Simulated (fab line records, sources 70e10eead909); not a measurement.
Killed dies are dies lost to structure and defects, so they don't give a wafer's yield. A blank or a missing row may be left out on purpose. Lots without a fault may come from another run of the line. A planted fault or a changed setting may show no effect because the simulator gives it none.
fab line records | flow nand_harc | part 2 of 2: steps 26 to 36 of 36
record lots=5 wafers=15 last_day=32
route steps=1302 shown A_BLC@1128 A_M0@1137
lots that met no fault: from a run of the same line without faults
start_h: hours from the record's first day to the start of the lot's first wafer shown | wait_h: hours since the lot's step before | " the same as in the row above | L1.1+2: a row that stands for several wafers | - no value, or no start given | * or withheld: withheld | < > ~ a bound
route shown NAME@n: a module of which the file shows steps, and the number in the route of the first | usual: mean/standard deviation of fault-free wafers | same: alike in all rows | chamber/n: place in a boat | sites: the reading at each site | _std_site: their standard deviation | _edge_site: outer sites' mean less inner sites' | radius_mm: how far each site lies from the wafer's centre | mask NAME#n: copy n | behind: the tool/chamber that last shaped the wafer | hold: why the lot was held/for how many hours/how that ended | device: the transistor (n, p or np) that didn't switch | end of line: the same wafers' tests at the end of the route | a step without rows: its recipe alone | killed: dies lost to structure and defects at the first sort, not the wafer's yield | map: a wafer's dies, x killed, . not, _ none there
set.NAME: the setting as run; set.NAME@STEP: as run at that earlier step | model.NAME: the simulator's own value behind a step, which no gauge read
lots at some steps of the route; a table a step, a row a wafer
services: from which hour (start_h, from the record's first day; less than 0 if before it) a tool's chamber was out of use, for how many hours, and why
## steps
# step NHARC_A_M0_STRIP_18
# recipe power_w=1000 n2_flow_sccm=150 h2_flow_sccm=150 ar_flow_sccm=0 bias_w=0 chemistry=N2/H2
# usual drypump_motor_current_A=5.7/0.52 oes_product_au=0.999/0.0094 rf_vpp_V=90.7/1.1 showerhead_plenum_p_Torr=2.03/0.093 throttle_valve_pct=14.171/0.0099
# columns lot.wafer tool chamber start_h wait_h drypump_motor_current_A oes_product_au rf_hours_counter_h rf_vpp_V showerhead_plenum_p_Torr throttle_valve_pct
L076.4 rie_diel-07 3 556.61 0.1 5.5 0.980 2.8 90.5 1.99 14.153
L076.2 " 1 " " 6.7 0.998 3.1 92.3 2.13 14.173
L076.6 " 0 " " 5.1 1.001 - 89.6 2.03 14.167
L081.4 rie_diel-09 0 573.56 0.1 6.4 0.987 2.6 91.2 1.98 14.169
L081.1 " 1 " " 5.7 0.991 2.3 89.7 1.89 14.160
L081.5 " 3 " " 5.4 0.987 - 91.7 2.19 14.173
L085.4 rie_diel-07 3 644.37 0.1 5.5 0.994 7.5 91.1 1.99 14.168
L085.2 " 1 " " 6.7 1.004 7.8 90.5 2.13 14.179
L085.5 " 3 " " 5.5 0.986 - 91.8 1.99 14.162
L088.1 rie_diel-07 1 663.74 0.1 6.7 1.013 0.3 92.5 2.13 14.166
L088.4 " 0 " " 5.1 1.000 0.3 91.4 2.03 14.173
L088.6 " 2 " " 5.9 0.997 - 91.6 2.04 14.165
L095.4 rie_diel-09 2 718.30 0.2 5.5 0.992 - 90.8 1.91 14.173
L095.5 " 0 " " 6.5 1.008 - 90.7 1.98 14.183
L095.6 " 1 " " 5.7 0.996 - 88.2 1.89 14.148
# step NHARC_A_M0_STRIP_19
# recipe time_s=600 temp_c=30 chemistry=post_etch_residue_remover
# same time_s=600
# columns lot.wafer tool chamber start_h wait_h
L076.2+6+4 wet_bench-06 5,6,1 556.89 -
L081.1+5+4 wet_bench-06 7,0,2 573.79 -
L085.4+2+5 wet_bench-06 3,5,0 644.64 -
L088.1+6+4 wet_bench-03 7,0,2 664.01 -
L095.5+4+6 wet_bench-09 3,5,6 718.52 -
# step NHARC_A_M0_DEGAS_28
# recipe temp_c=250 time_s=60
# usual heater_power_w=335/28
# same time_s=60
# columns lot.wafer tool chamber start_h wait_h heater_power_w
L076.2 pvd_sputter-02 - 557.15 - 330
L076.4 " - " " 359
L076.6 " - " " 329
L081.1 pvd_sputter-03 - 574.05 - 365
L081.4 " - " " 333
L081.5 " - " " 358
L085.4 pvd_sputter-03 - 644.93 - 327
L085.2 " - " " 365
L085.5 " - " " 331
L088.1 pvd_sputter-03 - 664.28 - 364
L088.4 " - " " 374
L088.6 " - " " 326
L095.4 pvd_sputter-02 - 718.79 - 318
L095.5 " - " " 310
L095.6 " - " " 321
# step NHARC_A_M0_PRE_CLEAN_29
# recipe time_s=30 temp_c=280 gas=H2/He
# usual heater_power_w=410/34
# same time_s=30
# columns lot.wafer tool chamber start_h wait_h heater_power_w
L076.4 pvd_sputter-02 - - - 440
L076.2 " - " " 376
L076.6 " - " " 405
L081.4 pvd_sputter-03 - - - 407
L081.1 " - " " 403
L081.5 " - " " 391
L085.4 pvd_sputter-03 - - - 415
L085.2 " - " " 405
L085.5 " - " " 474
L088.1 pvd_sputter-03 - - - 438
L088.4 " - " " 396
L088.6 " - " " 439
L095.4 pvd_sputter-02 - - - 360
L095.6 " - " " 391
L095.5 " - " " 468
# step NHARC_A_M0_PVD_20
# recipe target_thk_a=50 bias_v=168.6 power_w=15000 chamber_pressure_pa=0.12 time_s=8.06 substrate_temp_c=50 material=TaN
# usual throttle_valve_pct=29.9/1.1
# same time_s=8.06
# columns lot.wafer tool chamber start_h wait_h throttle_valve_pct
L076.4 pvd_sputter-02 - - - 30.9
L076.2 " - " " 30.2
L076.6 " - " " 31.1
L081.1 pvd_sputter-03 - - - 30.3
L081.4 " - " " 29.9
L081.5 " - " " 28.2
L085.4 pvd_sputter-03 - - - 30.6
L085.2 " - " " 28.4
L085.5 " - " " 29.9
L088.1 pvd_sputter-03 - - - 30.1
L088.4 " - " " 29.5
L088.6 " - " " 30.4
L095.4 pvd_sputter-02 - - - 29.9
L095.6 " - " " 29.7
L095.5 " - " " 28.1
# step NHARC_A_M0_PVD_21
# recipe target_thk_a=300 chamber_pressure_pa=5 power_w=5000 substrate_temp_c=30 time_s=20.49 material=Cu
# usual throttle_valve_pct=29.8/1.1
# same time_s=20.49
# columns lot.wafer tool chamber start_h wait_h throttle_valve_pct
L076.4 pvd_sputter-02 - - - 29.2
L076.2 " - " " 31.9
L076.6 " - " " 29.3
L081.1 pvd_sputter-03 - - - 30.0
L081.4 " - " " 29.5
L081.5 " - " " 29.8
L085.2 pvd_sputter-03 - - - 30.1
L085.4 " - " " 30.3
L085.5 " - " " 30.2
L088.4 pvd_sputter-03 - - - 30.3
L088.1 " - " " 29.5
L088.6 " - " " 30.3
L095.4 pvd_sputter-02 - - - 28.1
L095.6 " - " " 31.3
L095.5 " - " " 29.5
# step NHARC_A_M0_ECD_22
# recipe target_thk_a=4000 bath_temp_c=25 material=Cu
# columns lot.wafer tool chamber start_h wait_h
L076.2+4+6 ecd_cu-01 1,0,1 557.52 -
L081.1+4+5 ecd_cu-01 0,0,1 574.41 -
L085.2+4+5 ecd_cu-02 1,0,0 645.27 -
L088.1+4+6 ecd_cu-02 1,0,0 664.66 -
L095.4+6+5 ecd_cu-02 0,1,0 719.30 -
# step NHARC_A_M0_ANNEAL_30
# recipe temp_c=225 time_s=90
# usual wafer_temp_C_max=226.1/0.48
# same time_s=90
# columns lot.wafer tool chamber start_h wait_h wafer_temp_C_max
L076.2 rtp_anneal-01 0 557.94 - 225.9
L076.4 " 0 " " 225.5
L076.6 " 0 " " 225.5
L081.1 rtp_anneal-02 0 574.79 - 226.5
L081.4 " 0 " " 226.5
L081.5 " 0 " " 226.3
L085.2 rtp_anneal-02 0 645.79 0.5 226.0
L085.4 " 0 " " 226.4
L085.5 " 0 " " 226.0
L088.1 rtp_anneal-02 0 665.04 0.3 226.7
L088.4 " 0 " " 226.6
L088.6 " 0 " " 226.3
L095.4 rtp_anneal-01 0 719.68 - 225.7
L095.5 " 0 " " 225.5
L095.6 " 0 " " 225.6
# step NHARC_A_M0_CMP_23
# recipe t_overpolish_s=20 target_thk_nm=113.75
# usual motor_current_A=12.3/1.3 time_to_endpoint_s=28.1/2.5
# columns lot.wafer tool chamber start_h wait_h motor_current_A time_to_endpoint_s
L076.4 cmp-02 0 558.24 - 10.7 27.6
L076.2 " 1 " " 12.4 28.9
L076.6 " 0 " " 11.0 27.8
L081.4 cmp-03 1 575.14 - 10.8 30.5
L081.1 " 0 " " 12.0 29.3
L081.5 " 1 " " 11.8 30.4
L085.4 cmp-03 2 646.08 - 12.7 28.8
L085.2 " 0 " " 12.3 26.5
L085.5 " 2 " " 12.6 28.1
L088.1 cmp-01 2 665.38 - 10.9 24.2
L088.4 " 3 " " 15.8 23.8
L088.6 " 3 " " 15.5 22.8
L095.4 cmp-02 0 719.89 - 10.9 24.8
L095.5 " 3 " " 12.1 23.7
L095.6 " 0 " " 11.6 24.4
# step NHARC_A_M0_THK_MEAS_24
# recipe thk_meas_gauge=xrf
# usual thk_nm=113.5/1.5
# columns lot.wafer tool chamber start_h wait_h thk_nm
L076.2 film_metro-02 - 558.55 - 115.6
L076.4 " - " " 115.5
L076.6 " - " " 115.1
L081.1 film_metro-01 - 575.46 - 112.7
L081.4 " - " " 111.7
L081.5 " - " " 112.5
L085.2 film_metro-02 - 646.40 - 113.4
L085.4 " - " " 114.3
L085.5 " - " " 114.0
L088.1 film_metro-02 - 665.70 - 112.8
L088.4 " - " " 112.6
L088.6 " - " " 111.9
L095.4 film_metro-01 - 720.18 - 113.4
L095.5 " - " " 111.8
L095.6 " - " " 113.2
# step NHARC_A_M0_SRD_25
# columns lot.wafer tool chamber start_h wait_h
L076.2+6+4 wet_bench-10 4,6,0 558.59 0.0
L081.4+1+5 wet_bench-08 0,3,4 575.51 0.0
L085.5+4+2 wet_bench-10 3,5,6 646.44 0.0
L088.1+6+4 wet_bench-08 0,1,3 665.75 0.0
L095.4+6+5 wet_bench-10 5,6,1 720.22 0.0
## services
# columns tool chamber start_h hours kind
pvd_sputter-03 - 532.05 10.0 pm
pvd_sputter-01 - 537.01 4.0 repair
ecd_cu-02 - 544.74 6.0 repair
wet_bench-06 - 545.62 8.0 pm
litho_track-04 - 553.00 7.0 pm
cmp-03 - 554.08 4.0 pm
cmp-01 - 556.16 0.9 repair
rie_diel-13 - 561.28 0.6 repair
pvd_sputter-01 - 583.23 10.0 pm
cmp-01 - 588.47 4.0 pm
pecvd-02 - 589.73 13.0 pm
ecd_cu-02 - 596.12 8.0 pm
rie_diel-07 0 601.91 3.2 repair
pvd_sputter-02 - 617.40 8.5 repair
pvd_sputter-02 - 638.80 10.0 pm
rie_diel-07 - 648.23 9.0 pm
cmp-03 - 652.08 4.0 pm
rie_diel-07 1 669.77 2.2 repair
rie_diel-09 - 674.13 9.0 pm
litho_track-01 - 680.00 7.0 pm
litho_track-06 - 704.00 7.0 pm
pvd_sputter-01 - 705.94 2.8 repair
pvd_sputter-03 - 710.05 10.0 pm
rie_diel-09 3 712.17 6.4 repair
